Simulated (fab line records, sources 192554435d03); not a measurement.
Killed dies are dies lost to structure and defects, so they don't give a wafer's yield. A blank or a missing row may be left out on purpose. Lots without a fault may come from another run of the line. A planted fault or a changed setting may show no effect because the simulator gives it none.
Chamber matching | flow n5_finfet | N5_HKMG_FIN_ETCH_32 on rie_diel-02: 4 sister chambers
The step etches SOC in N2/H2, target depth 240 nm, time 300 s. 24 wafers are shown with their chamber, then 12 later ones without.

WAFERS WITH THEIR CHAMBER
wafer  | chamber | showerhead_plenum_p_Torr (Torr) | throttle_valve_pct (%) | oes_product_au (a.u.)
L074.2 | 2       | 2.44                            | 17.65                  | 0.79
L074.3 | 0       | 2.58                            | 17.52                  | 0.82
L074.4 | 3       | 2.50                            | 17.77                  | 0.95
L077.1 | 2       | 2.44                            | 17.65                  | 0.79
L077.4 | 3       | 2.50                            | 17.80                  | 0.93
L077.6 | 3       | 2.50                            | 17.81                  | 0.93
L082.1 | 1       | 2.62                            | 18.26                  | 0.67
L082.2 | 0       | 2.57                            | 17.57                  | 0.81
L082.3 | 2       | 2.44                            | 17.69                  | 0.78
L082.4 | 1       | 2.62                            | 18.26                  | 0.67
L082.5 | 0       | 2.57                            | 17.57                  | 0.80
L082.6 | 2       | 2.44                            | 17.69                  | 0.78
L084.3 | 2       | 2.43                            | 17.70                  | 0.77
L084.5 | 0       | 2.57                            | 17.58                  | 0.80
L084.6 | 1       | 2.62                            | 18.26                  | 0.65
L085.1 | 3       | 2.49                            | 17.83                  | 0.90
L085.3 | 0       | 2.57                            | 17.58                  | 0.80
L085.5 | 0       | 2.57                            | 17.57                  | 0.80
L087.1 | 3       | 2.49                            | 17.83                  | 0.88
L087.3 | 0       | 2.56                            | 17.59                  | 0.79
L087.4 | 2       | 2.43                            | 17.71                  | 0.76
L089.3 | 2       | 2.43                            | 17.71                  | 0.76
L089.5 | 3       | 2.49                            | 17.84                  | 0.88
L089.6 | 0       | 2.56                            | 17.59                  | 0.79

SIGNATURES (means of the wafers above)
reading                  | chamber 0 | chamber 1 | chamber 2 | chamber 3 | scatter within a chamber
showerhead_plenum_p_Torr | 2.5688    | 2.6200    | 2.4357    | 2.4950    | 0.00552
throttle_valve_pct       | 17.5712   | 18.2600   | 17.6857   | 17.8133   | 0.0232
oes_product_au           | 0.8013    | 0.6633    | 0.7757    | 0.9117    | 0.0176
Rule: a wafer's distance from a chamber is the root of the sum, over the readings, of the square of ((its reading less the chamber's mean) divided by the reading's scatter). The wafer belongs to the nearest chamber; if the next one is less than 2 further off, it can't be placed. The scatter: the root of (the sum of the squares of (reading less its chamber's mean) over the shown wafers, divided by (wafers less chambers)).

WAFERS WITHOUT THEIR CHAMBER
wafer  | showerhead_plenum_p_Torr (Torr) | throttle_valve_pct (%) | oes_product_au (a.u.)
L090.3 | 2.62                            | 17.82                  | 0.94
L090.4 | 2.56                            | 17.59                  | 0.79
L090.6 | 2.62                            | 17.85                  | 0.95
L092.2 | 2.43                            | 17.72                  | 0.75
L092.3 | 2.49                            | 17.86                  | 0.88
L092.4 | 2.62                            | 17.83                  | 0.93
L094.1 | 2.61                            | 17.86                  | 0.92
L094.2 | 2.56                            | 17.63                  | 0.78
L094.3 | 2.49                            | 17.85                  | 0.87
L094.4 | 2.43                            | 17.73                  | 0.75
L094.5 | 2.56                            | 17.61                  | 0.80
L094.6 | 2.61                            | 17.86                  | 0.92

WHICH CHAMBER EACH WENT THROUGH
wafer  | from the rows above | in truth
L090.3 | 0                   | 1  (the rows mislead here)
L090.4 | 0                   | 0
L090.6 | 0                   | 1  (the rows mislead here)
L092.2 | 2                   | 2
L092.3 | 3                   | 3
L092.4 | 0                   | 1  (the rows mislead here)
L094.1 | 0                   | 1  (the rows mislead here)
L094.2 | 0                   | 0
L094.3 | 3                   | 3
L094.4 | 2                   | 2
L094.5 | 0                   | 0
L094.6 | 0                   | 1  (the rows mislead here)
Placed correctly: 7 of 12. Can't be placed from these rows: 0. Placed wrongly: 5.
